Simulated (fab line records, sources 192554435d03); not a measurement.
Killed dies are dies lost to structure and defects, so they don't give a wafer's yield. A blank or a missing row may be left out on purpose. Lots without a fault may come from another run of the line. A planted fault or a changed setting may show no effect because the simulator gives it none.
Problem report in the 8D (eight disciplines) form, filled by code | flow n5_finfet | the parts of the form that need people (team, actions taken, sign-off) are left out

1. THE PROBLEM
power_w at N5_BEOL_M9_STRIP_36 reads a mean of 418.1 W on 6 wafers of 2 lots; wafers without a fault read 449.8 W with a standard deviation of 1.4. That is -23 standard deviations from the usual mean.
The step: strips in N2/H2.
First seen on wafer L641.3, day 11 18:55, on rie_diel-03. The record holds 29 wafers of 10 lots with a number at this step. Rule for "out", or "out of limits": more than 4 standard deviations from the usual mean. The other wafers with a number count as sound.

2. WHAT IT IS AND WHAT IT IS NOT
question                    | is                     | is not
which readings at this step | power_w                | drypump_motor_current_A, oes_product_au, throttle_valve_pct
which lots                  | L641, L644             | L634, L635, L636, L646, L649, L650, L653, L654
which wafers of those lots  | all that have a number | -
read on which tools         | rie_diel-03            | rie_diel-02, rie_diel-06
when                        | from day 11 18:55      | up to then (9 sound wafers); but 14 sound wafers of L646, L649, L650, L653, L654 came after

3. SUSPECTS, AND WHAT RULES EACH OUT
Counting: a tool at a process step up to the reading stays a suspect if it ran every lot that is out and no sound lot after the first of them.
- rie_diel-03 at N5_BEOL_M9_ETCH_61 (etches SiARC in CF4, target depth 39 nm, time 65 s): ruled out as a lasting fault. Sound lots L646, L654 ran on it after its first lot that is out, L641 (day 11 17:17).
- rie_diel-03 at N5_BEOL_M9_DESCUM_33 (chemistry O2, time 7 s): kept. It ran every lot that is out, first L641 (day 11 18:41), and no sound lot after that; its last sound lot up to then is L636 (day 10 05:24).
- rie_diel-03 at N5_BEOL_M9_STRIP_36 (strips in N2/H2): kept. It ran every lot that is out, first L641 (day 11 18:55), and no sound lot after that; its last sound lot up to then is L636 (day 10 05:39). Its own readings are out on those wafers: power_w.
Left after counting: rie_diel-03 at N5_BEOL_M9_DESCUM_33, rie_diel-03 at N5_BEOL_M9_STRIP_36.

4. THE CAUSE (what the simulator had put in)
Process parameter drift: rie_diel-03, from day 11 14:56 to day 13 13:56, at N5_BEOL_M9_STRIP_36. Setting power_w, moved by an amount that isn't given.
Counting left 2 suspects, and this tool is among them.

5. THE CHAIN OF EFFECTS, in route order
Each row: a reading whose mean over the struck wafers that have a number lies more than 3 standard deviations from the usual. Only readings for which the record gives a usual standard deviation are gone through. hours: the time from each lot's start at the first step in this table that gives one to its start at this step, as a median over the lots. sigmas: the change in usual standard deviations.
hours | step                | reading | usual   | on struck wafers | change | sigmas
0     | N5_BEOL_M9_STRIP_36 | power_w | 449.8 W | 418.1            | -31.7  | -23
The process steps in it:
- N5_BEOL_M9_STRIP_36: strips in N2/H2.

6. WHAT WOULD HAVE CAUGHT IT SOONER
In this record the first reading out of limits was taken at day 11 18:55, 4 hours after the fault began at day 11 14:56.
